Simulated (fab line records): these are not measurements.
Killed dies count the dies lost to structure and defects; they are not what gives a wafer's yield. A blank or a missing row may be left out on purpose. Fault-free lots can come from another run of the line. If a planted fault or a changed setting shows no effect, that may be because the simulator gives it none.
Comparing a struck lot with a sound one | flow n5 finfet | 36 out of 1938 route steps
Sound: wafers L473.4, L473.5, L473.6. Struck: wafer L484.6; the same lot's L484.4 was not struck, so it is left out; see the end for the cause.
Per side, at each step with rows, come the tool, then ch with its chambers, and then its first start. Under that, the readings that differ: sound wafers | struck wafers | difference of the means | sigmas: that difference in standard deviations of wafers without a fault.
alike: readings with means less than 2 such deviations apart, plus words and numbers identical on both sides. not compared: withheld readings, readings lacking a value on some wafer, bounds such as >300 that could conceal the same value, and numbers that have no deviation in the record and whose values overlap.
The two part at a step that has a row with sigmas, a row that says differs or no value, or rows on one side only. Numbers that have no deviation but don't overlap get no sigmas and don't part them. Lack of a reading on every wafer of one side parts them only where that side has two or more wafers.

first, 9 steps without rows for these wafers: N5_BEOL_M5_ANNEAL_89 (time 1800 s); N5_BEOL_M5_SPUTTER_90 (material Cu, target thk 4.5 nm, time 8.29 s); N5_BEOL_M5_ECD_50 (material Cu, target thk 300 nm); N5_BEOL_M5_ANNEAL_51 (time 90 s); N5_BEOL_M5_CMP_52 (polishes, stops on SiCOH lowk, t overpolish 6.9 s, target thk 62 nm); N5_BEOL_M5_PRE_CLEAN_77 (time 15 s); N5_BEOL_M5_CO_CAP_78 (material Co, precursor CCTBA/H2, target thk 2 nm, time 102.1 s); N5_BEOL_M5_PRE_CLEAN_55 (time 15 s); N5_BEOL_M5_DEP_56 (deposits SiCN from 3MS/NH3, target thk 8 nm, time 14 s).
N5_BEOL_M6_ILD_DEP_00: deposits SiCOH lowk from DEMS/porogen, target thk 179.75 nm, time 33.4 s.
  sound on pecvd-03 ch 0,1,2, day 9 02:14; struck on pecvd-03 ch 2, day 12 18:15
  reading                                            | sound             | struck | difference | sigmas
  model.SiCOH_lowk_of_BEOL_M6_ILD_DEP_00.thk nm (nm) | 180.4 180.4 180.8 | 127.6  | -52.9      |
  alike: heater power w, showerhead plenum p Torr, throttle valve pct
then, 1 step without rows for these wafers: N5_BEOL_M6_CURE_74 (cures SiCOH lowk, time 240 s).
N5_BEOL_M6_THK_MEAS_01:
  struck on film metro-01, day 12 18:50; sound on film metro-01, day 9 02:47
  reading         | sound             | struck | difference | sigmas
  M6_ILD_THK (nm) | 155.5 155.5 155.9 | 109.7  | -45.9      | -24
then, 23 steps without rows for these wafers: N5_BEOL_M6_PECVD_70 (deposits SiO2 from TEOS/O2, target thk 20 nm, time 22.7 s); N5_BEOL_M6_HM_DEP_02 (deposits TiN, target thk 20 nm); N5_BEOL_M6_COAT_59 (time 60 s, resist thk 100 nm); N5_BEOL_M6_COAT_60 (time 60 s, resist thk 35 nm); N5_BEOL_M6_COAT_05 (resist thk 90 nm); N5_BEOL_M6_EBR_07; N5_BEOL_M6_SOFTBAKE_06 (time 60 s); N5_BEOL_M6_EXPOSE_08 (exposes mask M6); N5_BEOL_M6_PEB_09 (peb time 60 s); N5_BEOL_M6_DEVELOP_10 (develop time 30 s); N5_BEOL_M6_DESCUM_16 (chemistry O2, time 7.9 s); N5_BEOL_M6_ETCH_61 (etches SiARC in CF4, target depth 45.5 nm, time 75.8 s); N5_BEOL_M6_ETCH_62 (etches SOC in N2/H2, target depth 110 nm, overetch 22 nm, time 165 s); N5_BEOL_M6_STRIP_68 (strips in N2/H2); N5_BEOL_M6_STRIP_67 (strips in CF4); N5_BEOL_M6_HM_OPEN_17 (chemistry Cl2/BCl3, target TiN, target depth 20 nm, overetch 6 nm); N5_BEOL_M6_STRIP_19 (strips in O2); N5_BEOL_M6_COAT_63 (time 60 s, resist thk 60 nm); N5_BEOL_M6_COAT_64 (time 60 s, resist thk 12 nm); N5_BEOL_M6_COAT_71 (time 60 s, resist thk 5 nm); N5_BEOL_M6_COAT_22 (resist thk 30 nm); N5_BEOL_M6_EBR_24; N5_BEOL_M6_SOFTBAKE_23 (time 60 s).
N5_BEOL_M6_CMP_52: polishes, stops on SiCOH lowk, t overpolish 6.9 s, target thk 80 nm.
  sound on cmp-01 ch 1,2, day 9 11:43; struck on cmp-03 ch 3, day 13 07:04
  reading                                            | sound             | struck | difference | sigmas
  model.SiCOH_lowk_of_BEOL_M6_ILD_DEP_00.thk nm (nm) | 152.6 152.6 152.8 | 106.8  | -45.9      |
  alike: motor current A
  not compared: pad life wafers

## WHERE THEY PART
Only at N5_BEOL_M6_THK_MEAS_01, within this record. Later steps at which nothing parts them and some readings are alike: N5_BEOL_M6_CMP_52.

WHY: what had been put in by the simulator
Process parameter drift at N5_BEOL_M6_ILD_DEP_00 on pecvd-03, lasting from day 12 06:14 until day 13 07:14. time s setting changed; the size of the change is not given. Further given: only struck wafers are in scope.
